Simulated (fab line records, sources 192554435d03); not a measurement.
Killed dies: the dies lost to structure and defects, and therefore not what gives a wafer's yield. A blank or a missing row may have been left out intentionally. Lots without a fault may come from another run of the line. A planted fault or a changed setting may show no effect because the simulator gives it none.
fab line records -- flow n5Finfet
record lots=11, wafers=33, lastDay=20
route steps=1938 shown BEOL_M3@932 BEOL_M4@1111 PASSIVATION@1936
lots that met no fault: from a run of the same line without faults
startH: start of the lot's first displayed wafer, in hours after the record's first day -- waitH: hours since the lot's step before -- " repeats the value in the row above -- L1.1+2: one row covering several wafers at once -- - no value present, or no start provided -- * or withheld: withheld -- < > ~ a bound
route shown NAME@n: names a module that has steps shown in the file, with the first one's number in the route -- usual: the fault-free wafers' mean and standard deviation -- same: alike in all rows -- chamber/n: place in a boat -- sites: per-site readings -- _std_site: how widely they spread, as a standard deviation -- _edge_site: the outer-site mean with the inner-site mean subtracted -- radiusMm: how far each site lies from the wafer's centre -- mask NAME#n: copy n -- behind: tool/chamber where the wafer was last shaped -- hold: what put the lot on hold/how long, in hours/how the hold closed -- device: names the non-switching transistor (n, p or np) -- end of line: tests run on the same wafers once the route is complete -- where a step has no rows: the recipe by itself -- killed: dies lost to structure and defects at the first sort, not the wafer's yield -- map: the dies of a wafer, with x for killed, . for not killed, _ for no die there
set.NAME: setting as actually run; set.NAME@STEP: the setting as run at that earlier step -- model.NAME: the simulator's own value behind a step, which no gauge read
the route's steps for a sample of lots (tables are steps, rows are wafers)
services: the hour from which a tool's chamber was out of use, counted from the record's first day as startH (under 0 if before that day), plus the number of hours and why
## steps
# step N5_BEOL_M3_THK_MEAS_01
# recipe reads=SiOC_of_BEOL_M3_ILD_DEP_00
# usual M3_ILD_THK=79.3/0.96
lot.wafer,tool,chamber,startH,waitH,M3_ILD_THK[nm]
L916.2,filmMetro-01,-,194.99,0.1,79.7
L916.3,filmMetro-01,-,194.99,0.1,79.8
L916.6,filmMetro-01,-,194.99,0.1,81.1
L919.4,filmMetro-01,-,240.96,0.0,80.1
L919.5,filmMetro-01,-,240.96,0.0,81.6
L919.6,filmMetro-01,-,240.96,0.0,81.4
L922.1,filmMetro-02,-,242.13,0.0,79.3
L922.3,filmMetro-02,-,242.13,0.0,79.6
L922.5,filmMetro-02,-,242.13,0.0,79.2
L918.1,filmMetro-01,-,252.03,0.0,77.3
L918.4,filmMetro-01,-,252.03,0.0,78.1
L918.6,filmMetro-01,-,252.03,0.0,79.8
L924.3,filmMetro-02,-,253.84,0.1,79.4
L924.4,filmMetro-02,-,253.84,0.1,79.6
L924.5,filmMetro-02,-,253.84,0.1,78.6
L923.4,filmMetro-02,-,254.81,0.1,80.3
L923.5,filmMetro-02,-,254.81,0.1,79.7
L923.6,filmMetro-02,-,254.81,0.1,79.5
L931.1,filmMetro-01,-,268.74,0.0,79.6
L931.2,filmMetro-01,-,268.74,0.0,77.9
L931.4,filmMetro-01,-,268.74,0.0,79.3
L928.1,filmMetro-02,-,279.74,0.1,78.5
L928.4,filmMetro-02,-,279.74,0.1,79.8
L928.6,filmMetro-02,-,279.74,0.1,79.5
L930.3,filmMetro-02,-,284.64,0.1,78.9
L930.5,filmMetro-02,-,284.64,0.1,78.8
L930.6,filmMetro-02,-,284.64,0.1,79.5
L929.1,filmMetro-01,-,287.20,0.0,79.7
L929.2,filmMetro-01,-,287.20,0.0,78.5
L929.6,filmMetro-01,-,287.20,0.0,79.8
L934.1,filmMetro-02,-,306.91,0.0,79.0
L934.2,filmMetro-02,-,306.91,0.0,79.8
L934.4,filmMetro-02,-,306.91,0.0,80.4
# step N5_BEOL_M3_HM_OPEN_17
# recipe chemistry=Cl2/BCl3, targetDepthA=200, overetchA=60, target=TiN, maskMaterial=SOC, ionEnergyEv=150, pressureMtorr=10, icpW=1000, biasW=126, Cl2_flow_sccm=53.25, bcl3FlowSccm=21.75, Ar_flow_sccm=25
# usual drypumpMotorCurrentA=5.8/0.51, oesProductAu=0.67/0.087, rfFwdPowerW=994/3.8, throttleValvePct=22.01/0.19
lot.wafer,tool,chamber,startH,waitH,drypumpMotorCurrentA,oesProductAu,rfFwdPowerW,rfHoursCounterH,throttleValvePct
L916.2,rieMetal-03,0,197.09,0.0,4.9,0.80,992,1,21.68
L916.3,rieMetal-03,1,197.09,0.0,5.5,0.73,989,-,22.41
L916.6,rieMetal-03,1,197.09,0.0,5.5,0.73,983,-,22.39
L919.4,rieMetal-01,1,244.18,0.1,5.2,0.56,993,-,22.18
L919.5,rieMetal-01,0,244.18,0.1,6.1,0.77,998,-,21.90
L919.6,rieMetal-01,1,244.18,0.1,5.1,0.56,993,-,22.18
L922.1,rieMetal-03,0,244.38,0.0,4.9,0.77,990,4,21.66
L922.3,rieMetal-03,1,244.38,0.0,5.5,0.74,992,-,22.39
L922.5,rieMetal-03,1,244.38,0.0,5.5,0.74,992,-,22.39
L918.1,rieMetal-01,1,253.36,0.0,5.2,0.56,995,103,22.18
L918.4,rieMetal-01,1,253.36,0.0,5.1,0.56,994,-,22.19
L918.6,rieMetal-01,0,253.36,0.0,6.1,0.77,999,-,21.91
L924.3,rieMetal-01,0,255.05,0.1,6.1,0.75,987,-,21.90
L924.4,rieMetal-01,1,255.05,0.1,5.1,0.55,996,-,22.21
L924.5,rieMetal-01,1,255.05,0.1,5.1,0.55,993,-,22.18
L923.4,rieMetal-03,0,257.98,0.1,4.9,0.76,991,-,21.66
L923.5,rieMetal-03,0,257.98,0.1,4.9,0.76,991,-,21.66
L923.6,rieMetal-03,1,257.98,0.1,5.5,0.72,989,-,22.40
L931.1,rieMetal-01,1,272.27,0.0,5.2,0.55,991,105,22.17
L931.2,rieMetal-01,0,272.27,0.0,6.1,0.75,993,9,21.93
L931.4,rieMetal-01,0,272.27,0.0,6.1,0.76,995,-,21.90
L928.1,rieMetal-02,0,283.84,0.1,6.2,0.63,998,44,21.96
L928.4,rieMetal-02,1,283.84,0.1,6.2,0.64,992,-,21.93
L928.6,rieMetal-02,1,283.84,0.1,6.2,0.64,988,-,21.91
L930.3,rieMetal-01,0,287.41,0.1,6.1,0.74,999,-,21.93
L930.5,rieMetal-01,0,287.41,0.1,6.1,0.74,998,-,21.93
L930.6,rieMetal-01,1,287.41,0.1,5.2,0.55,993,-,22.20
L929.1,rieMetal-02,0,288.53,0.0,6.2,0.64,995,45,21.95
L929.2,rieMetal-02,1,288.53,0.0,6.2,0.64,992,50,21.91
L929.6,rieMetal-02,1,288.53,0.0,6.2,0.63,992,-,21.91
L934.1,rieMetal-01,0,308.28,0.0,6.1,0.73,993,14,21.92
L934.2,rieMetal-01,1,308.28,0.0,5.1,0.55,991,109,22.20
L934.4,rieMetal-01,1,308.28,0.0,5.1,0.55,995,-,22.19
# step N5_BEOL_M3_COAT_67
# recipe resist=SOC, tempC=250, timeS=60, spinRpm=1500, resistThkNm=60
# usual exhaustPa=44.8/0.87, heaterPowerTotalW=500.2/1.8, plateTempC=249.99/0.19
lot.wafer,tool,chamber,startH,waitH,exhaustPa,heaterPowerTotalW,plateTempC
L916.2,lithoTrack-04,0,197.31,0.0,43.9,501.5,249.90
L916.3,lithoTrack-04,0,197.31,0.0,46.1,500.2,249.86
L916.6,lithoTrack-04,0,197.31,0.0,44.4,498.2,249.96
L919.4,lithoTrack-05,0,244.37,0.0,43.8,497.9,249.64
L919.5,lithoTrack-05,0,244.37,0.0,43.7,498.1,249.60
L919.6,lithoTrack-05,0,244.37,0.0,45.4,497.2,250.08
L922.1,lithoTrack-05,0,244.60,0.0,44.1,502.0,250.17
L922.3,lithoTrack-05,0,244.60,0.0,46.3,500.5,250.20
L922.5,lithoTrack-05,0,244.60,0.0,43.9,498.6,250.10
L918.1,lithoTrack-05,0,253.57,0.0,45.4,480.7,242.51
L918.4,lithoTrack-05,0,253.57,0.0,45.6,484.5,242.55
L918.6,lithoTrack-05,0,253.57,0.0,45.8,483.2,242.62
L924.3,lithoTrack-05,0,255.24,0.0,43.1,480.2,242.62
L924.4,lithoTrack-05,0,255.24,0.0,43.3,480.9,242.44
L924.5,lithoTrack-05,0,255.24,0.0,43.7,483.3,242.55
L923.4,lithoTrack-05,0,258.17,0.0,44.3,484.6,242.53
L923.5,lithoTrack-05,0,258.17,0.0,44.5,481.2,242.72
L923.6,lithoTrack-05,0,258.17,0.0,43.7,483.2,242.54
L931.1,lithoTrack-02,0,272.49,0.0,46.0,498.7,250.26
L931.2,lithoTrack-02,0,272.49,0.0,44.5,497.7,250.55
L931.4,lithoTrack-02,0,272.49,0.0,45.9,499.8,250.19
L928.1,lithoTrack-02,0,284.06,0.0,45.0,502.9,250.21
L928.4,lithoTrack-02,0,284.06,0.0,44.3,501.4,250.37
L928.6,lithoTrack-02,0,284.06,0.0,44.0,499.9,249.81
L930.3,lithoTrack-02,0,287.60,0.0,45.2,499.8,249.89
L930.5,lithoTrack-02,0,287.60,0.0,45.4,502.4,250.13
L930.6,lithoTrack-02,0,287.60,0.0,45.2,498.9,249.90
L929.1,lithoTrack-02,0,288.75,0.0,43.9,501.8,249.75
L929.2,lithoTrack-02,0,288.75,0.0,42.9,499.7,249.80
L929.6,lithoTrack-02,0,288.75,0.0,43.3,499.0,249.82
L934.1,lithoTrack-02,0,308.51,0.0,44.2,497.5,249.84
L934.2,lithoTrack-02,0,308.51,0.0,45.7,499.0,249.97
L934.4,lithoTrack-02,0,308.51,0.0,44.3,501.4,249.89
# step N5_BEOL_M3_OVL_MEAS_29
# recipe pointsPerWafer=522
# usual V2_OVL=-0.2/0.63
lot.wafer,tool,chamber,startH,waitH,V2_OVL[nm]
L916.2,overlay-02,0,197.75,0.0,0.6
L916.3,overlay-02,0,197.75,0.0,0.4
L916.6,overlay-02,0,197.75,0.0,0.4
L919.4,overlay-02,0,244.75,0.0,0.1
L919.5,overlay-02,0,244.75,0.0,-0.6
L919.6,overlay-02,0,244.75,0.0,-0.7
L922.1,overlay-01,0,244.91,0.0,0.1
L922.3,overlay-01,0,244.91,0.0,1.2
L922.5,overlay-01,0,244.91,0.0,-0.6
L918.1,overlay-01,0,254.01,0.0,0.0
L918.4,overlay-01,0,254.01,0.0,-0.8
L918.6,overlay-01,0,254.01,0.0,-0.5
L924.3,overlay-02,0,255.57,0.0,-1.2
L924.4,overlay-02,0,255.57,0.0,0.4
L924.5,overlay-02,0,255.57,0.0,0.1
L923.4,overlay-01,0,258.51,0.0,-1.1
L923.5,overlay-01,0,258.51,0.0,-0.5
L923.6,overlay-01,0,258.51,0.0,-1.1
L931.1,overlay-01,0,272.92,0.0,-0.5
L931.2,overlay-01,0,272.92,0.0,-0.9
L931.4,overlay-01,0,272.92,0.0,-1.0
L928.1,overlay-01,0,284.37,0.0,0.5
L928.4,overlay-01,0,284.37,0.0,0.6
L928.6,overlay-01,0,284.37,0.0,0.5
L930.3,overlay-01,0,288.05,0.0,0.2
L930.5,overlay-01,0,288.05,0.0,0.1
L930.6,overlay-01,0,288.05,0.0,0.0
L929.1,overlay-02,0,289.06,0.0,-0.7
L929.2,overlay-02,0,289.06,0.0,-0.6
L929.6,overlay-02,0,289.06,0.0,0.4
L934.1,overlay-02,0,308.82,0.0,-0.5
L934.2,overlay-02,0,308.82,0.0,-0.6
L934.4,overlay-02,0,308.82,0.0,-0.2
# step N5_BEOL_M4_RC_MEAS_101
# usual DIBL_N=36.6/1.1, DIBL_P=36.7/1.5, IOFF_N=0.155/0.019, IOFF_P=0.208/0.025, ION_N=673/8.5, ION_P=462/5.9, SS_N=71.6/0.58, SS_P=73.5/0.51, VT_N=250.7/2.4, VT_P=-251/3
lot.wafer,tool,chamber,startH,waitH,DIBL_N[mV/V],DIBL_P[mV/V],IOFF_N[nA/um],IOFF_P[nA/um],ION_N[uA/um],ION_P[uA/um],SS_N[mV/dec],SS_P[mV/dec],VT_N[mV],VT_P[mV]
L916.2,prober-01,0,252.76,0.2,37.5,37.8,0.163,0.208,669,462,71.1,73.7,251.8,-253
L916.3,prober-01,0,252.76,0.2,34.9,34.6,0.125,0.157,662,453,70.4,73.3,253.7,-252
L916.6,prober-01,0,252.76,0.2,37.0,36.5,0.152,0.190,674,462,70.5,73.4,250.9,-251
L919.4,prober-01,0,276.12,0.5,38.0,37.6,0.171,0.246,662,462,71.5,73.6,251.7,-245
L919.5,prober-01,0,276.12,0.5,36.2,37.0,0.148,0.239,671,469,71.7,73.6,249.9,-246
L919.6,prober-01,0,276.12,0.5,38.2,38.8,0.170,0.265,665,467,71.8,73.6,247.1,-246
L922.1,prober-01,0,284.41,0.0,36.9,36.1,0.129,0.198,662,461,71.1,73.3,253.7,-251
L922.3,prober-01,0,284.41,0.0,38.4,37.5,0.147,0.207,671,459,72.1,73.3,254.0,-253
L922.5,prober-01,0,284.41,0.0,37.8,36.9,0.147,0.213,672,464,71.5,73.5,250.9,-250
L923.4,prober-02,0,287.48,0.5,38.2,36.0,0.160,0.211,685,470,71.6,73.7,248.9,-250
L923.5,prober-02,0,287.48,0.5,39.0,36.8,0.180,0.227,676,462,71.5,73.5,244.7,-250
L923.6,prober-02,0,287.48,0.5,38.6,36.1,0.167,0.211,676,461,71.5,72.9,250.7,-249
L918.1,prober-02,0,291.17,0.0,36.5,40.1,0.182,0.224,684,466,72.4,74.1,251.6,-251
L918.4,prober-02,0,291.17,0.0,36.6,39.4,0.177,0.212,683,460,72.4,73.7,252.1,-252
L918.6,prober-02,0,291.17,0.0,36.7,39.5,0.179,0.219,690,464,72.8,73.8,249.7,-252
L924.3,prober-01,0,313.55,0.3,37.1,36.4,0.151,0.197,673,459,71.6,73.1,250.6,-255
L924.4,prober-01,0,313.55,0.3,35.0,34.6,0.121,0.174,664,458,71.2,72.9,257.0,-254
L924.5,prober-01,0,313.55,0.3,37.1,36.7,0.147,0.213,664,456,71.8,73.4,253.5,-252
L931.1,prober-01,0,320.36,0.0,37.6,37.0,0.159,0.202,665,456,71.7,73.6,250.7,-251
L931.2,prober-01,0,320.36,0.0,35.8,35.7,0.132,0.175,674,458,71.4,73.3,252.7,-255
L931.4,prober-01,0,320.36,0.0,37.0,36.6,0.149,0.185,665,455,71.3,73.8,250.0,-254
L928.1,prober-02,0,322.18,0.0,37.9,37.7,0.153,0.191,671,456,72.0,73.6,251.2,-252
L928.4,prober-02,0,322.18,0.0,36.6,36.3,0.133,0.174,668,461,72.4,72.8,255.1,-254
L928.6,prober-02,0,322.18,0.0,35.8,35.7,0.128,0.172,673,459,71.3,72.5,251.5,-253
L930.3,prober-02,0,325.10,0.3,36.6,36.4,0.154,0.181,683,459,71.6,74.2,249.8,-256
L930.5,prober-02,0,325.10,0.3,37.0,36.2,0.161,0.184,682,463,71.1,73.7,249.2,-253
L930.6,prober-02,0,325.10,0.3,36.6,36.0,0.151,0.178,686,460,72.5,73.2,250.2,-253
L929.1,prober-01,0,342.04,0.0,36.6,36.6,0.146,0.185,673,457,70.9,73.4,251.3,-254
L929.2,prober-01,0,342.04,0.0,37.4,38.0,0.164,0.200,673,457,72.1,73.1,249.9,-254
L929.6,prober-01,0,342.04,0.0,37.7,38.4,0.167,0.201,683,467,72.1,74.0,250.7,-252
L934.1,prober-02,0,372.04,0.0,36.7,37.5,0.168,0.178,679,450,72.5,73.2,250.9,-256
L934.2,prober-02,0,372.04,0.0,36.7,37.0,0.166,0.170,671,443,71.5,72.9,251.7,-255
L934.4,prober-02,0,372.04,0.0,36.0,36.0,0.152,0.169,658,443,71.6,73.0,250.1,-256
# step N5_PASSIVATION_PROBE_49
# usual defectLimitedYield=91.2/1.4, killed_at_M0_to_M3=36/11, killed_at_M4_up=14/5.6, killedAtContacts=12/5.9, killedAtFrontEnd=38/13, killedAtOther=3.5/2.7, killedDies=104/17, killedOpen=68/12, killedShort=34/8.2, sort_bin_5_function=5.1/0.95, sort_bin_6_memory=3.3/0.7, sortNPass=1076/17, sortYieldPct=91.2/1.4
# same grossDies=1180, killedAtBackSide=0, sort_bin_4_leakage[%]=0, sort_bin_8_speed[%]=0
lot.wafer,tool,chamber,startH,waitH,defectLimitedYield[%],killed_at_M0_to_M3,killed_at_M4_up,killedAtContacts,killedAtFrontEnd,killedAtOther,killedDies,killedOpen,killedShort,sort_bin_5_function[%],sort_bin_6_memory[%],sortNPass,sortYieldPct[%]
L922.1,prober-01,-,401.29,0.0,92.5,26,14,5,40,3,88,56,28,3.9,3.5,1092,92.5
L922.3,prober-01,-,401.39,0.1,91.6,32,15,6,43,3,99,61,35,4.7,3.3,1081,91.6
L922.5,prober-01,-,401.49,0.2,91.9,24,14,8,45,4,95,53,39,4.2,3.4,1085,91.9
# killed by level:class
L922.1 DUMMY_GATE:geometricParticle:open=9 BEOL_M0_SAQP:geometricParticle:open=8 FIN_SAQP:geometricParticle:open=6 GATE_CUT:geometricParticle:short=6 MOL_CONTACT_COAG:geometricParticle:open=5 BEOL_M3:geometricParticle:open=5 STARTING-WAFER:geometricParticle:short=5 BEOL_M1:geometricParticle:open=4
L922.3 BEOL_M2:geometricParticle:open=12 FIN_SAQP:geometricParticle:short=8 BEOL_M4:geometricParticle:open=7 GATE_CUT:geometricParticle:short=6 MOL_CONTACT_COAG:geometricParticle:open=6 DUMMY_GATE:geometricParticle:open=5 BEOL_M1:geometricParticle:open=5 BEOL_M3:geometricParticle:short=5
L922.5 FIN_SAQP:geometricParticle:short=9 GATE_CUT:geometricParticle:short=8 MOL_CONTACT_COAG:geometricParticle:open=7 DUMMY_GATE:geometricParticle:open=5 BEOL_M1:geometricParticle:open=5 BEOL_M4:geometricParticle:open=5 STARTING-WAFER:geometricParticle:open=5 ILD0:geometricParticle:open=4
## services
tool,chamber,startH,hours,kind
rieMetal-03,1,231.67,1.6,repair
rieMetal-02,-,244.51,14.6,pm
rieMetal-03,-,278.33,28.1,pm
## key
firstSign step=N5_BEOL_M3_COAT_67, reading=plateTempC, direction=down, sigmas=40, usual=*, struck=*
effect step=N5_BEOL_M3_COAT_67, reading=heaterPowerTotalW, direction=down, sigmas=10, usual=*, struck=*
metAt N5_BEOL_M3_COAT_67
struckLots L918,L923,L924
rowsEnd L918.1,L918.4,L918.6,L923.4,L923.5,L923.6,L924.3,L924.4,L924.5
notActingAt N5_BEOL_M3_THK_MEAS_01,N5_BEOL_M3_HM_OPEN_17,N5_BEOL_M3_OVL_MEAS_29
onsetBetween 244.60 253.57
fault kind=processParameterDrift, tool=lithoTrack-05, chamber=-, onsetH=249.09, steps=N5_BEOL_M3_COAT_67, channel=tempC, offset=*, shape=step, actsIn=*, stated=*
# rowsEnd: these wafers met a further fault down the route, and their rows from its step on are left out
